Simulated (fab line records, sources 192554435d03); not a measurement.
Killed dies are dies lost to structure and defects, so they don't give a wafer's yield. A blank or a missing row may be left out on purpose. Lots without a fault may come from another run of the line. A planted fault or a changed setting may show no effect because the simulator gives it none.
Chamber matching | flow n5_finfet | N5_BEOL_M8_PECVD_70 on pecvd-02: 3 sister chambers
The step deposits SiO2 from TEOS/O2, target thk 20 nm, time 22.7 s. 16 wafers are shown with their chamber, then 8 later ones without.

WAFERS WITH THEIR CHAMBER
wafer  | chamber | showerhead_plenum_p_Torr (Torr) | throttle_valve_pct (%) | heater_power_w (W)
L074.2 | 1       | 8.73                            | 21.8                   | 720
L074.4 | 1       | 8.74                            | 22.0                   | 709
L074.6 | 0       | 8.68                            | 22.2                   | 661
L080.2 | 0       | 8.69                            | 22.4                   | 753
L080.4 | 2       | 8.85                            | 20.7                   | 547
L080.5 | 0       | 8.65                            | 22.5                   | 733
L086.2 | 2       | 8.84                            | 21.3                   | 640
L086.3 | 0       | 8.67                            | 22.4                   | 700
L086.6 | 1       | 8.73                            | 21.9                   | 624
L084.1 | 2       | 8.83                            | 21.0                   | 664
L084.3 | 0       | 8.66                            | 22.5                   | 657
L084.4 | 0       | 8.67                            | 22.5                   | 669
L087.2 | 0       | 8.69                            | 22.6                   | 720
L087.4 | 0       | 8.68                            | 22.6                   | 728
L087.6 | 2       | 8.83                            | 21.0                   | 681
L090.2 | 1       | 8.73                            | 22.3                   | 673

SIGNATURES (means of the wafers above)
reading                  | chamber 0 | chamber 1 | chamber 2 | scatter within a chamber
showerhead_plenum_p_Torr | 8.6738    | 8.7325    | 8.8375    | 0.0116
throttle_valve_pct       | 22.462    | 22.000    | 21.000    | 0.184
heater_power_w           | 702.62    | 681.50    | 633.00    | 44.4
Rule: a wafer's distance from a chamber is the root of the sum, over the readings, of the square of ((its reading less the chamber's mean) divided by the reading's scatter). The wafer belongs to the nearest chamber; if the next one is less than 2 further off, it can't be placed. The scatter: the root of (the sum of the squares of (reading less its chamber's mean) over the shown wafers, divided by (wafers less chambers)).

WAFERS WITHOUT THEIR CHAMBER
wafer  | showerhead_plenum_p_Torr (Torr) | throttle_valve_pct (%) | heater_power_w (W)
L090.4 | 8.80                            | 21.2                   | 661
L090.6 | 8.73                            | 21.8                   | 674
L093.4 | 8.82                            | 21.2                   | 659
L093.5 | 8.67                            | 23.0                   | 798
L093.6 | 8.75                            | 21.6                   | 649
L095.2 | 8.75                            | 22.0                   | 715
L095.5 | 8.82                            | 21.0                   | 602
L095.6 | 8.70                            | 22.9                   | 760

WHICH CHAMBER EACH WENT THROUGH
wafer  | from the rows above | in truth
L090.4 | 2                   | 2
L090.6 | 1                   | 1
L093.4 | 2                   | 2
L093.5 | 0                   | 0
L093.6 | 1                   | 1
L095.2 | 1                   | 1
L095.5 | 2                   | 2
L095.6 | 0                   | 0
Placed correctly: 8 of 8. Can't be placed from these rows: 0. Placed wrongly: 0.
